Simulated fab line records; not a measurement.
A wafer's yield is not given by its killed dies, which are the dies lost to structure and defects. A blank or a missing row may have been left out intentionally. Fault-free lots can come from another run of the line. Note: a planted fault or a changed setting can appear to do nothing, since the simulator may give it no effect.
fab line records + flow n5_finfet + part 1 of 2: steps 1 to 4 of 6
[record]
- lots = 24
- wafers = 72
- last_day = 18
route steps=1938 shown FIN_CUT@174 STI_FIN_REVEAL@200 DUMMY_GATE@219
lots untouched by any fault: they come from a run of this same line in which no faults occurred
start_h: start of the lot's first displayed wafer, in hours after the record's first day + wait_h: time in hours since the lot's previous step + " repeats the value in the row above + L1.1+2: one row covering several wafers at once + - no value, or no start given + * or withheld: withheld + < > ~ a bound
route shown NAME@n: names a module that has steps shown in the file, with the first one's number in the route + usual: mean and standard deviation over wafers with no fault + same: alike in all rows + chamber/n: place in a boat + sites: each site's reading + _std_site: how widely they spread, as a standard deviation + _edge_site: inner sites' mean taken away from outer sites' mean + radius_mm: for every site, how far away it sits from the centre of the wafer + mask NAME#n: copy n + behind: the tool/chamber that last shaped the wafer + hold: cause of the lot's hold/its duration in hours/its outcome + device: whichever transistor did not switch (one of n, p or np) + end of line: tests run on the same wafers once the route is complete + a step without rows: its recipe alone + killed: dies that structure and defects cost at the first sort, which is not the same as the wafer's yield + map: a wafer's dies, marking killed ones x, the rest . and places with no die _
set.NAME: the setting that was run; set.NAME@STEP: the one run at that earlier step + model.NAME: the simulator's own value behind a step, which no gauge read
one table for each step of the route and one row for each wafer, over a sample of lots
services: a tool's chamber out of use, with start hour (start_h, from the record's first day; less than 0 if before it), hours out, and reason
[[steps]]
[step N5_FIN_CUT_CUT_ETCH_27]
[recipe]
- chemistry = CHF3/O2
- target = SiO2
- target_depth_a = 40
- mask_material = SOC
- overetch_a = 20
- time_s = 4.9
- pressure_mtorr = 30
- source_w = 650
- bias_w = 170
- Ar_flow_sccm = 200
- CHF3_flow_sccm = 50
- O2_flow_sccm = 5
- ion_energy_ev = 200
[usual]
- drypump_motor_current_A = 5.7/0.4
- oes_o_777_au = 0.80/0.079
- oes_product_au = 0.63/0.069
- rf_vpp_V = 523/9.8
- showerhead_plenum_p_Torr = 2.42/0.088
- throttle_valve_pct = 18.70/0.25
| lot.wafer | tool        | chamber | start_h | wait_h | drypump_motor_current_A | oes_o_777_au | oes_product_au | rf_hours_counter_h | rf_vpp_V | showerhead_plenum_p_Torr | throttle_valve_pct |
|-----------|-------------|---------|---------|--------|-------------------------|--------------|----------------|--------------------|----------|--------------------------|--------------------|
| L074.1    | rie_diel-01 | 1       | 27.92   | 0.0    | 5.9                     | 0.78         | 0.60           | 145                | 526      | 2.42                     | 18.63              |
| L074.2    | "           | 0       | "       | "      | 5.2                     | 0.74         | 0.61           | 126                | 511      | 2.50                     | 18.76              |
| L074.3    | "           | 2       | "       | "      | 6.1                     | 0.77         | 0.58           | 169                | 516      | 2.29                     | 18.75              |
| L075.3    | rie_diel-06 | 3       | 34.14   | 0.0    | 5.3                     | 0.92         | 0.73           | 15                 | 531      | 2.57                     | 18.76              |
| L075.4    | "           | 2       | "       | "      | 5.2                     | 0.75         | 0.59           | -                  | 517      | 2.42                     | 19.07              |
| L075.6    | "           | 0       | "       | "      | 5.8                     | 0.69         | 0.54           | -                  | 511      | 2.34                     | 19.09              |
| L076.3    | rie_diel-01 | 3       | 40.66   | 0.0    | 6.2                     | 0.97         | 0.78           | 4                  | 540      | 2.37                     | 18.48              |
| L076.4    | "           | 0       | "       | "      | 5.2                     | 0.74         | 0.59           | 131                | 512      | 2.50                     | 18.77              |
| L076.6    | "           | 1       | "       | "      | 5.9                     | 0.77         | 0.59           | -                  | 525      | 2.42                     | 18.65              |
| L077.3    | rie_diel-01 | 3       | 47.11   | 0.0    | 6.2                     | 0.96         | 0.77           | 7                  | 540      | 2.37                     | 18.50              |
| L077.4    | "           | 0       | "       | "      | 5.2                     | 0.74         | 0.60           | 134                | 513      | 2.50                     | 18.78              |
| L077.6    | "           | 2       | "       | "      | 6.0                     | 0.76         | 0.58           | -                  | 515      | 2.29                     | 18.76              |
| L078.2    | rie_diel-01 | 2       | 51.86   | 0.0    | 6.1                     | 0.76         | 0.58           | 180                | 517      | 2.28                     | 18.78              |
| L078.4    | "           | 3       | "       | "      | 6.2                     | 0.94         | 0.77           | 9                  | 540      | 2.37                     | 18.48              |
| L078.5    | "           | 0       | "       | "      | 5.2                     | 0.73         | 0.60           | -                  | 511      | 2.50                     | 18.78              |
| L079.3    | rie_diel-01 | 1       | 58.10   | 0.0    | 5.8                     | 0.76         | 0.59           | 157                | 527      | 2.42                     | 18.66              |
| L079.4    | "           | 2       | "       | "      | 6.1                     | 0.76         | 0.57           | 181                | 517      | 2.28                     | 18.76              |
| L079.6    | "           | 0       | "       | "      | 5.2                     | 0.74         | 0.60           | -                  | 512      | 2.50                     | 18.80              |
| L080.1    | rie_diel-03 | 1       | 64.07   | 0.0    | 6.0                     | 0.83         | 0.67           | 56                 | 521      | 2.53                     | 18.27              |
| L080.4    | "           | 0       | "       | "      | 5.2                     | 0.88         | 0.70           | -                  | 524      | 2.58                     | 18.48              |
| L080.6    | "           | 3       | "       | "      | 5.9                     | 0.71         | 0.56           | -                  | 527      | 2.49                     | 19.20              |
| L081.1    | rie_diel-03 | 0       | 72.10   | 0.0    | 5.3                     | 0.87         | 0.69           | 33                 | 523      | 2.58                     | 18.47              |
| L081.2    | "           | 2       | "       | "      | 5.2                     | 0.76         | 0.61           | 134                | 517      | 2.31                     | 18.35              |
| L081.5    | "           | 3       | "       | "      | 5.9                     | 0.71         | 0.56           | -                  | 526      | 2.49                     | 19.22              |
| L082.1    | rie_diel-06 | 0       | 77.87   | 0.0    | 5.8                     | 0.97         | 0.76           | 7                  | 510      | 2.34                     | 18.65              |
| L082.4    | "           | 3       | "       | "      | 5.3                     | 0.89         | 0.71           | 33                 | 534      | 2.56                     | 18.79              |
| L082.5    | "           | 3       | "       | "      | 5.3                     | 0.89         | 0.70           | -                  | 532      | 2.56                     | 18.78              |
| L083.1    | rie_diel-03 | 0       | 84.21   | 0.0    | 5.2                     | 0.86         | 0.69           | 37                 | 524      | 2.57                     | 18.47              |
| L083.2    | "           | 1       | "       | "      | 6.0                     | 0.82         | 0.66           | 63                 | 520      | 2.53                     | 18.28              |
| L083.5    | "           | 2       | "       | "      | 5.3                     | 0.75         | 0.61           | -                  | 516      | 2.31                     | 18.34              |
| L084.1    | rie_diel-01 | 3       | 93.47   | 0.0    | 6.3                     | 0.91         | 0.73           | 21                 | 541      | 2.36                     | 18.49              |
| L084.5    | "           | 1       | "       | "      | 5.9                     | 0.75         | 0.58           | -                  | 525      | 2.41                     | 18.66              |
| L084.6    | "           | 0       | "       | "      | 5.2                     | 0.72         | 0.59           | -                  | 513      | 2.49                     | 18.82              |
| L085.2    | rie_diel-01 | 2       | 100.39  | 0.0    | 6.1                     | 0.75         | 0.57           | 194                | 516      | 2.28                     | 18.79              |
| L085.4    | "           | 3       | "       | "      | 6.2                     | 0.91         | 0.73           | 23                 | 541      | 2.36                     | 18.52              |
| L085.6    | "           | 3       | "       | "      | 6.2                     | 0.91         | 0.73           | -                  | 540      | 2.36                     | 18.51              |
| L086.1    | rie_diel-01 | 1       | 103.52  | 0.0    | 5.8                     | 0.75         | 0.58           | 171                | 524      | 2.41                     | 18.66              |
| L086.2    | "           | 2       | "       | "      | 6.1                     | 0.75         | 0.57           | 195                | 515      | 2.28                     | 18.81              |
| L086.4    | "           | 3       | "       | "      | 6.2                     | 0.90         | 0.74           | 24                 | 540      | 2.36                     | 18.51              |
| L087.1    | rie_diel-01 | 1       | 109.97  | 0.0    | 5.8                     | 0.75         | 0.58           | 173                | 526      | 2.41                     | 18.68              |
| L087.2    | "           | 2       | "       | "      | 6.0                     | 0.75         | 0.57           | 197                | 517      | 2.28                     | 18.80              |
| L087.6    | "           | 3       | "       | "      | 6.2                     | 0.90         | 0.73           | -                  | 538      | 2.36                     | 18.51              |
| L088.2    | rie_diel-01 | 2       | 112.47  | 0.0    | 6.1                     | 0.74         | 0.57           | 197                | 517      | 2.28                     | 18.79              |
| L088.5    | "           | 3       | "       | "      | 6.2                     | 0.91         | 0.73           | -                  | 541      | 2.36                     | 18.51              |
| L088.6    | "           | 0       | "       | "      | 5.2                     | 0.72         | 0.59           | -                  | 513      | 2.49                     | 18.81              |
| L089.3    | rie_diel-01 | 0       | 117.35  | 0.0    | 5.2                     | 0.72         | 0.59           | 156                | 511      | 2.49                     | 18.82              |
| L089.4    | "           | 2       | "       | "      | 6.1                     | 0.75         | 0.56           | 198                | 514      | 2.28                     | 18.81              |
| L089.5    | "           | 0       | "       | "      | 5.2                     | 0.73         | 0.59           | -                  | 513      | 2.49                     | 18.82              |
| L090.2    | rie_diel-06 | 1       | 124.19  | 0.0    | 5.9                     | 0.87         | 0.70           | 26                 | 525      | 2.44                     | 18.25              |
| L090.3    | "           | 0       | "       | "      | 5.8                     | 0.93         | 0.73           | 21                 | 509      | 2.34                     | 18.67              |
| L090.4    | "           | 3       | "       | "      | 5.3                     | 0.86         | 0.69           | 48                 | 531      | 2.55                     | 18.84              |
| L091.1    | rie_diel-01 | 2       | 129.47  | 0.0    | 6.1                     | 0.74         | 0.56           | 203                | 515      | 2.28                     | 18.81              |
| L091.3    | "           | 1       | "       | "      | 5.8                     | 0.74         | 0.58           | 180                | 526      | 2.41                     | 18.68              |
| L091.4    | "           | 3       | "       | "      | 6.2                     | 0.90         | 0.73           | 33                 | 540      | 2.36                     | 18.51              |
| L092.2    | rie_diel-06 | 3       | 136.39  | 0.0    | 5.3                     | 0.85         | 0.67           | 51                 | 531      | 2.55                     | 18.83              |
| L092.5    | "           | 3       | "       | "      | 5.3                     | 0.85         | 0.68           | -                  | 531      | 2.55                     | 18.83              |
| L092.6    | "           | 0       | "       | "      | 5.8                     | 0.92         | 0.73           | -                  | 509      | 2.33                     | 18.67              |
| L093.1    | rie_diel-01 | 3       | 141.11  | 0.0    | 6.2                     | 0.88         | 0.72           | 36                 | 540      | 2.36                     | 18.54              |
| L093.2    | "           | 2       | "       | "      | 6.1                     | 0.74         | 0.56           | 206                | 515      | 2.28                     | 18.82              |
| L093.3    | "           | 1       | "       | "      | 5.8                     | 0.75         | 0.57           | 182                | 526      | 2.41                     | 18.69              |
| L094.4    | rie_diel-06 | 0       | 147.59  | 0.0    | 5.7                     | 0.90         | 0.72           | 30                 | 510      | 2.33                     | 18.68              |
| L094.5    | "           | 0       | "       | "      | 5.8                     | 0.91         | 0.73           | -                  | 510      | 2.33                     | 18.67              |
| L094.6    | "           | 1       | "       | "      | 5.9                     | 0.86         | 0.70           | -                  | 526      | 2.44                     | 18.24              |
| L095.2    | rie_diel-01 | 3       | 153.26  | 0.0    | 6.2                     | 0.88         | 0.71           | 40                 | 539      | 2.36                     | 18.53              |
| L095.4    | "           | 0       | "       | "      | 5.2                     | 0.72         | 0.58           | 168                | 512      | 2.49                     | 18.81              |
| L095.5    | "           | 3       | "       | "      | 6.2                     | 0.88         | 0.71           | -                  | 541      | 2.36                     | 18.55              |
| L096.1    | rie_diel-03 | 2       | 159.01  | 0.0    | 5.2                     | 0.73         | 0.60           | 160                | 518      | 2.30                     | 18.39              |
| L096.2    | "           | 3       | "       | "      | 5.8                     | 0.68         | 0.54           | 234                | 528      | 2.48                     | 19.26              |
| L096.4    | "           | 0       | "       | "      | 5.2                     | 0.83         | 0.66           | 60                 | 524      | 2.56                     | 18.51              |
| L097.4    | rie_diel-06 | 0       | 165.21  | 0.0    | 5.7                     | 0.90         | 0.71           | 33                 | 509      | 2.33                     | 18.66              |
| L097.5    | "           | 1       | "       | "      | 5.9                     | 0.86         | 0.69           | -                  | 525      | 2.44                     | 18.26              |
| L097.6    | "           | 2       | "       | "      | 5.2                     | 0.72         | 0.57           | -                  | 517      | 2.40                     | 19.16              |
[step N5_STI_FIN_REVEAL_OXIDATION_31]
[recipe]
- chemistry = O2_PLASMA_REMOTE
- temp_c = 150
- time_s = 20
- pressure_mtorr = 1000
- source_power_w = 2000
- o2_flow_sccm = 3000
[usual]
- drypump_motor_current_A = 5.75/0.25
- heater_power_w = 147/13
| lot.wafer | tool            | chamber | start_h | wait_h | drypump_motor_current_A | heater_power_w | rf_hours_counter_h |
|-----------|-----------------|---------|---------|--------|-------------------------|----------------|--------------------|
| L074.1    | plasma_asher-02 | 1       | 36.72   | 0.0    | 5.92                    | 136            | 31                 |
| L074.2    | "               | 0       | "       | "      | 5.84                    | 136            | 31                 |
| L074.3    | "               | 0       | "       | "      | 5.85                    | 141            | -                  |
| L075.3    | plasma_asher-02 | 0       | 42.78   | 0.1    | 5.81                    | 140            | -                  |
| L075.4    | "               | 1       | "       | "      | 5.91                    | 134            | -                  |
| L075.6    | "               | 0       | "       | "      | 5.80                    | 136            | -                  |
| L076.3    | plasma_asher-01 | 1       | 49.35   | 0.1    | 5.26                    | 166            | -                  |
| L076.4    | "               | 0       | "       | "      | 5.91                    | 156            | -                  |
| L076.6    | "               | 0       | "       | "      | 5.91                    | 160            | -                  |
| L077.3    | plasma_asher-02 | 0       | 56.27   | 0.1    | 5.87                    | 144            | -                  |
| L077.4    | "               | 1       | "       | "      | 5.89                    | 135            | -                  |
| L077.6    | "               | 0       | "       | "      | 5.84                    | 143            | -                  |
| L078.2    | plasma_asher-02 | 1       | 60.62   | 0.0    | 5.92                    | 137            | 35                 |
| L078.4    | "               | 0       | "       | "      | 5.83                    | 140            | -                  |
| L078.5    | "               | 1       | "       | "      | 5.90                    | 137            | -                  |
| L079.3    | plasma_asher-02 | 1       | 67.88   | 0.1    | 5.91                    | 135            | -                  |
| L079.4    | "               | 0       | "       | "      | 5.81                    | 139            | -                  |
| L079.6    | "               | 1       | "       | "      | 5.93                    | 134            | -                  |
| L080.1    | plasma_asher-01 | 1       | 72.64   | 0.0    | 5.26                    | 166            | 86                 |
| L080.4    | "               | 1       | "       | "      | 5.27                    | 166            | -                  |
| L080.6    | "               | 1       | "       | "      | 5.26                    | 165            | -                  |
| L081.1    | plasma_asher-01 | 0       | 80.61   | 0.0    | 5.93                    | 152            | 87                 |
| L081.2    | "               | 1       | "       | "      | 5.29                    | 166            | 87                 |
| L081.5    | "               | 1       | "       | "      | 5.28                    | 167            | -                  |
| L082.1    | plasma_asher-01 | 1       | 86.55   | 0.0    | 5.26                    | 168            | 89                 |
| L082.4    | "               | 0       | "       | "      | 5.91                    | 155            | -                  |
| L082.5    | "               | 1       | "       | "      | 5.28                    | 166            | -                  |
| L083.1    | plasma_asher-02 | 0       | 94.21   | 0.0    | 5.83                    | 136            | 42                 |
| L083.2    | "               | 1       | "       | "      | 5.90                    | 134            | 42                 |
| L083.5    | "               | 1       | "       | "      | 5.91                    | 133            | -                  |
| L084.1    | plasma_asher-01 | 1       | 106.95  | 0.0    | 5.22                    | 170            | 92                 |
| L084.5    | "               | 0       | "       | "      | 5.89                    | 159            | -                  |
| L084.6    | "               | 1       | "       | "      | 5.23                    | 173            | -                  |
| L085.2    | plasma_asher-01 | 1       | 109.51  | 0.0    | 5.28                    | 164            | 93                 |
| L085.4    | "               | 1       | "       | "      | 5.27                    | 166            | -                  |
| L085.6    | "               | 1       | "       | "      | 5.27                    | 164            | -                  |
| L086.1    | plasma_asher-01 | 0       | 113.24  | 0.0    | 5.92                    | 154            | 94                 |
| L086.2    | "               | 1       | "       | "      | 5.27                    | 167            | 94                 |
| L086.4    | "               | 1       | "       | "      | 5.29                    | 169            | -                  |
| L087.1    | plasma_asher-01 | 1       | 118.54  | 0.0    | 5.28                    | 160            | 95                 |
| L087.2    | "               | 0       | "       | "      | 5.90                    | 154            | 95                 |
| L087.6    | "               | 0       | "       | "      | 5.90                    | 156            | -                  |
| L088.2    | plasma_asher-01 | 0       | 121.12  | 0.0    | 5.91                    | 156            | 96                 |
| L088.5    | "               | 0       | "       | "      | 5.91                    | 152            | -                  |
| L088.6    | "               | 1       | "       | "      | 5.24                    | 164            | -                  |
| L089.3    | plasma_asher-02 | 1       | 126.80  | 0.1    | 5.92                    | 137            | -                  |
| L089.4    | "               | 0       | "       | "      | 5.85                    | 135            | -                  |
| L089.5    | "               | 0       | "       | "      | 5.84                    | 138            | -                  |
| L090.2    | plasma_asher-02 | 1       | 132.78  | 0.0    | 5.92                    | 134            | 48                 |
| L090.3    | "               | 1       | "       | "      | 5.93                    | 134            | -                  |
| L090.4    | "               | 0       | "       | "      | 5.86                    | 140            | -                  |
| L091.1    | plasma_asher-02 | 1       | 137.99  | 0.0    | 5.93                    | 134            | 49                 |
| L091.3    | "               | 1       | "       | "      | 5.92                    | 138            | -                  |
| L091.4    | "               | 0       | "       | "      | 5.84                    | 141            | -                  |
| L092.2    | plasma_asher-02 | 0       | 145.56  | 0.0    | 5.80                    | 140            | 50                 |
| L092.5    | "               | 1       | "       | "      | 5.91                    | 133            | -                  |
| L092.6    | "               | 0       | "       | "      | 5.80                    | 142            | -                  |
| L093.1    | plasma_asher-01 | 1       | 149.66  | 0.0    | 5.26                    | 168            | 101                |
| L093.2    | "               | 0       | "       | "      | 5.92                    | 155            | 101                |
| L093.3    | "               | 1       | "       | "      | 5.28                    | 165            | -                  |
| L094.4    | plasma_asher-02 | 1       | 156.74  | 0.1    | 5.92                    | 135            | -                  |
| L094.5    | "               | 0       | "       | "      | 5.84                    | 141            | -                  |
| L094.6    | "               | 1       | "       | "      | 5.88                    | 131            | -                  |
| L095.2    | plasma_asher-02 | 1       | 161.76  | 0.0    | 5.92                    | 135            | 56                 |
| L095.4    | "               | 1       | "       | "      | 5.92                    | 136            | -                  |
| L095.5    | "               | 0       | "       | "      | 5.78                    | 139            | -                  |
| L096.1    | plasma_asher-02 | 1       | 167.60  | 0.0    | 5.90                    | 136            | 57                 |
| L096.2    | "               | 0       | "       | "      | 5.81                    | 142            | 57                 |
| L096.4    | "               | 1       | "       | "      | 5.91                    | 136            | -                  |
| L097.4    | plasma_asher-02 | 1       | 174.15  | 0.1    | 5.91                    | 136            | -                  |
| L097.5    | "               | 1       | "       | "      | 5.89                    | 134            | -                  |
| L097.6    | "               | 0       | "       | "      | 5.78                    | 139            | -                  |
[step N5_STI_FIN_REVEAL_CD_MEAS_22]
[recipe]
- target_cd_nm = 6.238
- pitch_nm = 28
- polarity = line
[usual]
- cd_nm = 6.21/0.26
| lot.wafer | tool      | chamber | start_h | wait_h | cd_nm |
|-----------|-----------|---------|---------|--------|-------|
| L074.1    | cd_sem-02 | -       | 37.24   | 0.0    | 6.39  |
| L074.2    | "         | -       | "       | "      | 5.75  |
| L074.3    | "         | -       | "       | "      | 6.17  |
| L075.3    | cd_sem-01 | -       | 43.34   | 0.0    | 5.92  |
| L075.4    | "         | -       | "       | "      | 6.17  |
| L075.6    | "         | -       | "       | "      | 6.43  |
| L076.3    | cd_sem-03 | -       | 50.03   | 0.0    | 6.20  |
| L076.4    | "         | -       | "       | "      | 6.33  |
| L076.6    | "         | -       | "       | "      | 6.38  |
| L077.3    | cd_sem-01 | -       | 56.83   | 0.0    | 6.02  |
| L077.4    | "         | -       | "       | "      | 6.29  |
| L077.6    | "         | -       | "       | "      | 5.96  |
| L078.2    | cd_sem-02 | -       | 61.31   | 0.0    | 6.17  |
| L078.4    | "         | -       | "       | "      | 6.79  |
| L078.5    | "         | -       | "       | "      | 5.99  |
| L079.3    | cd_sem-03 | -       | 68.37   | 0.0    | 6.43  |
| L079.4    | "         | -       | "       | "      | 6.18  |
| L079.6    | "         | -       | "       | "      | 6.21  |
| L080.1    | cd_sem-03 | -       | 73.34   | 0.0    | 6.51  |
| L080.4    | "         | -       | "       | "      | 6.19  |
| L080.6    | "         | -       | "       | "      | 6.55  |
| L081.1    | cd_sem-03 | -       | 81.31   | 0.0    | 6.81  |
| L081.2    | "         | -       | "       | "      | 6.18  |
| L081.5    | "         | -       | "       | "      | 6.27  |
| L082.1    | cd_sem-02 | -       | 87.06   | 0.0    | 6.10  |
| L082.4    | "         | -       | "       | "      | 5.65  |
| L082.5    | "         | -       | "       | "      | 6.10  |
| L083.1    | cd_sem-03 | -       | 94.73   | 0.0    | 6.45  |
| L083.2    | "         | -       | "       | "      | 6.10  |
| L083.5    | "         | -       | "       | "      | 6.17  |
| L084.1    | cd_sem-01 | -       | 107.47  | 0.0    | 6.34  |
| L084.5    | "         | -       | "       | "      | 6.05  |
| L084.6    | "         | -       | "       | "      | 6.81  |
| L085.2    | cd_sem-02 | -       | 110.33  | 0.0    | 6.20  |
| L085.4    | "         | -       | "       | "      | 6.05  |
| L085.6    | "         | -       | "       | "      | 5.64  |
| L086.1    | cd_sem-01 | -       | 114.06  | 0.0    | 6.20  |
| L086.2    | "         | -       | "       | "      | 6.05  |
| L086.4    | "         | -       | "       | "      | 6.38  |
| L087.1    | cd_sem-03 | -       | 119.12  | 0.0    | 6.32  |
| L087.2    | "         | -       | "       | "      | 6.41  |
| L087.6    | "         | -       | "       | "      | 5.99  |
| L088.2    | cd_sem-01 | -       | 121.70  | 0.0    | 6.79  |
| L088.5    | "         | -       | "       | "      | 6.33  |
| L088.6    | "         | -       | "       | "      | 6.31  |
| L089.3    | cd_sem-02 | -       | 127.31  | 0.0    | 5.93  |
| L089.4    | "         | -       | "       | "      | 6.57  |
| L089.5    | "         | -       | "       | "      | 5.97  |
| L090.2    | cd_sem-02 | -       | 133.30  | 0.0    | 6.14  |
| L090.3    | "         | -       | "       | "      | 6.26  |
| L090.4    | "         | -       | "       | "      | 5.88  |
| L091.1    | cd_sem-03 | -       | 138.51  | 0.0    | 6.36  |
| L091.3    | "         | -       | "       | "      | 5.97  |
| L091.4    | "         | -       | "       | "      | 6.05  |
| L092.2    | cd_sem-03 | -       | 146.08  | 0.0    | 6.39  |
| L092.5    | "         | -       | "       | "      | 5.92  |
| L092.6    | "         | -       | "       | "      | 5.77  |
| L093.1    | cd_sem-03 | -       | 150.18  | 0.0    | 6.01  |
| L093.2    | "         | -       | "       | "      | 6.01  |
| L093.3    | "         | -       | "       | "      | 6.43  |
| L094.4    | cd_sem-01 | -       | 157.24  | 0.0    | 6.51  |
| L094.5    | "         | -       | "       | "      | 6.14  |
| L094.6    | "         | -       | "       | "      | 6.38  |
| L095.2    | cd_sem-01 | -       | 162.28  | 0.0    | 6.40  |
| L095.4    | "         | -       | "       | "      | 6.19  |
| L095.5    | "         | -       | "       | "      | 6.04  |
| L096.1    | cd_sem-03 | -       | 168.12  | 0.0    | 6.42  |
| L096.2    | "         | -       | "       | "      | 6.72  |
| L096.4    | "         | -       | "       | "      | 6.04  |
| L097.4    | cd_sem-01 | -       | 174.65  | 0.0    | 6.41  |
| L097.5    | "         | -       | "       | "      | 6.58  |
| L097.6    | "         | -       | "       | "      | 6.65  |
[step N5_DUMMY_GATE_THK_MEAS_05]
[usual]
- thk_nm = 72.0/1.1
| lot.wafer | tool          | chamber | start_h | wait_h | thk_nm |
|-----------|---------------|---------|---------|--------|--------|
| L074.1    | film_metro-01 | -       | 41.55   | 0.2    | 70.8   |
| L074.2    | "             | -       | "       | "      | 73.1   |
| L074.3    | "             | -       | "       | "      | 73.0   |
| L075.3    | film_metro-01 | -       | 47.73   | 0.2    | 71.7   |
| L075.4    | "             | -       | "       | "      | 71.0   |
| L075.6    | "             | -       | "       | "      | 72.4   |
| L076.3    | film_metro-02 | -       | 54.33   | 0.2    | 70.7   |
| L076.4    | "             | -       | "       | "      | 72.0   |
| L076.6    | "             | -       | "       | "      | 73.3   |
| L077.3    | film_metro-02 | -       | 61.13   | 0.1    | 73.1   |
| L077.4    | "             | -       | "       | "      | 72.1   |
| L077.6    | "             | -       | "       | "      | 72.4   |
| L078.2    | film_metro-01 | -       | 65.64   | 0.1    | 72.8   |
| L078.4    | "             | -       | "       | "      | 73.1   |
| L078.5    | "             | -       | "       | "      | 70.1   |
| L079.3    | film_metro-02 | -       | 72.67   | 0.2    | 73.1   |
| L079.4    | "             | -       | "       | "      | 74.1   |
| L079.6    | "             | -       | "       | "      | 71.4   |
| L080.1    | film_metro-02 | -       | 77.83   | 0.1    | 71.9   |
| L080.4    | "             | -       | "       | "      | 70.9   |
| L080.6    | "             | -       | "       | "      | 70.2   |
| L081.1    | film_metro-02 | -       | 85.60   | 0.1    | 71.6   |
| L081.2    | "             | -       | "       | "      | 73.2   |
| L081.5    | "             | -       | "       | "      | 72.6   |
| L082.1    | film_metro-02 | -       | 95.25   | 0.2    | 72.0   |
| L082.4    | "             | -       | "       | "      | 72.4   |
| L082.5    | "             | -       | "       | "      | 73.5   |
| L083.1    | film_metro-02 | -       | 102.56  | 0.2    | 71.6   |
| L083.2    | "             | -       | "       | "      | 72.4   |
| L083.5    | "             | -       | "       | "      | 70.3   |
| L084.1    | film_metro-02 | -       | 111.99  | 0.1    | 71.9   |
| L084.5    | "             | -       | "       | "      | 72.9   |
| L084.6    | "             | -       | "       | "      | 72.8   |
| L085.2    | film_metro-01 | -       | 115.65  | 0.2    | 73.2   |
| L085.4    | "             | -       | "       | "      | 72.2   |
| L085.6    | "             | -       | "       | "      | 72.5   |
| L086.1    | film_metro-01 | -       | 119.34  | 0.2    | 71.3   |
| L086.2    | "             | -       | "       | "      | 73.0   |
| L086.4    | "             | -       | "       | "      | 71.8   |
| L087.1    | film_metro-02 | -       | 124.43  | 0.1    | 73.1   |
| L087.2    | "             | -       | "       | "      | 72.0   |
| L087.6    | "             | -       | "       | "      | 72.2   |
| L088.2    | film_metro-01 | -       | 127.25  | 0.2    | 73.1   |
| L088.5    | "             | -       | "       | "      | 73.0   |
| L088.6    | "             | -       | "       | "      | 73.1   |
| L089.3    | film_metro-02 | -       | 132.35  | 0.1    | 70.8   |
| L089.4    | "             | -       | "       | "      | 72.7   |
| L089.5    | "             | -       | "       | "      | 71.8   |
| L090.2    | film_metro-01 | -       | 137.77  | 0.2    | 71.1   |
| L090.3    | "             | -       | "       | "      | 71.4   |
| L090.4    | "             | -       | "       | "      | 71.5   |
| L091.1    | film_metro-02 | -       | 144.92  | 0.2    | 73.9   |
| L091.3    | "             | -       | "       | "      | 72.9   |
| L091.4    | "             | -       | "       | "      | 72.8   |
| L092.2    | film_metro-01 | -       | 155.00  | 0.2    | 71.3   |
| L092.5    | "             | -       | "       | "      | 72.0   |
| L092.6    | "             | -       | "       | "      | 71.4   |
| L093.1    | film_metro-01 | -       | 156.07  | 0.2    | 70.6   |
| L093.2    | "             | -       | "       | "      | 70.9   |
| L093.3    | "             | -       | "       | "      | 70.6   |
| L094.4    | film_metro-01 | -       | 162.96  | 0.2    | 71.3   |
| L094.5    | "             | -       | "       | "      | 73.2   |
| L094.6    | "             | -       | "       | "      | 70.1   |
| L095.2    | film_metro-02 | -       | 168.40  | 0.1    | 69.8   |
| L095.4    | "             | -       | "       | "      | 71.2   |
| L095.5    | "             | -       | "       | "      | 70.7   |
| L096.1    | film_metro-02 | -       | 172.43  | 0.1    | 70.9   |
| L096.2    | "             | -       | "       | "      | 71.5   |
| L096.4    | "             | -       | "       | "      | 73.4   |
| L097.4    | film_metro-01 | -       | 178.95  | 0.2    | 72.5   |
| L097.5    | "             | -       | "       | "      | 71.6   |
| L097.6    | "             | -       | "       | "      | 73.6   |
